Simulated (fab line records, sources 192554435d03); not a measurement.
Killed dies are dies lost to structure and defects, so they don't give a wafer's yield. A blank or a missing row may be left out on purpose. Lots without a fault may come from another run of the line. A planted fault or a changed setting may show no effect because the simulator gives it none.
Chamber matching | flow n5_finfet | N5_BEOL_M8_DEP_56 on pecvd-04: 3 sister chambers
The step deposits SiCN from 3MS/NH3, target thk 10 nm, time 17.5 s. 6 wafers are shown with their chamber, then 7 later ones without.

WAFERS WITH THEIR CHAMBER
wafer  | chamber | showerhead_plenum_p_Torr (Torr) | throttle_valve_pct (%)
L745.1 | 0       | 3.681                           | 8.4
L745.6 | 0       | 3.680                           | 8.5
L758.4 | 1       | 3.644                           | 8.4
L758.5 | 2       | 3.658                           | 8.3
L760.2 | 1       | 3.648                           | 8.8
L760.3 | 2       | 3.660                           | 8.4

WAFERS WITHOUT THEIR CHAMBER
wafer  | showerhead_plenum_p_Torr (Torr) | throttle_valve_pct (%)
L760.5 | 3.652                           | 8.9
L763.2 | 3.648                           | 8.7
L763.3 | 3.663                           | 8.2
L763.4 | 3.666                           | 8.3
L765.2 | 3.683                           | 8.3
L765.3 | 3.650                           | 8.9
L765.4 | 3.666                           | 8.5

WHICH CHAMBER EACH WENT THROUGH
wafer  | from the rows above     | in truth
L760.5 | can't be placed: 1 or 2 | 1
L763.2 | 1                       | 1
L763.3 | 2                       | 2
L763.4 | 2                       | 2
L765.2 | 0                       | 0
L765.3 | 1                       | 1
L765.4 | 2                       | 2
Placed correctly: 6 of 7. Can't be placed from these rows: 1 (the true chamber is among the candidates in 1). Placed wrongly: 0.
How it was worked out, from the rows above alone: a wafer's distance from a chamber is the root of the sum, over the readings, of the square of ((its reading less the chamber's mean) divided by the reading's scatter). The wafer belongs to the nearest chamber; if the next one is less than 2 further off, it can't be placed. A chamber's mean is the mean of its shown wafers. The scatter: the root of (the sum of the squares of (reading less its chamber's mean) over the shown wafers, divided by (wafers less chambers)).
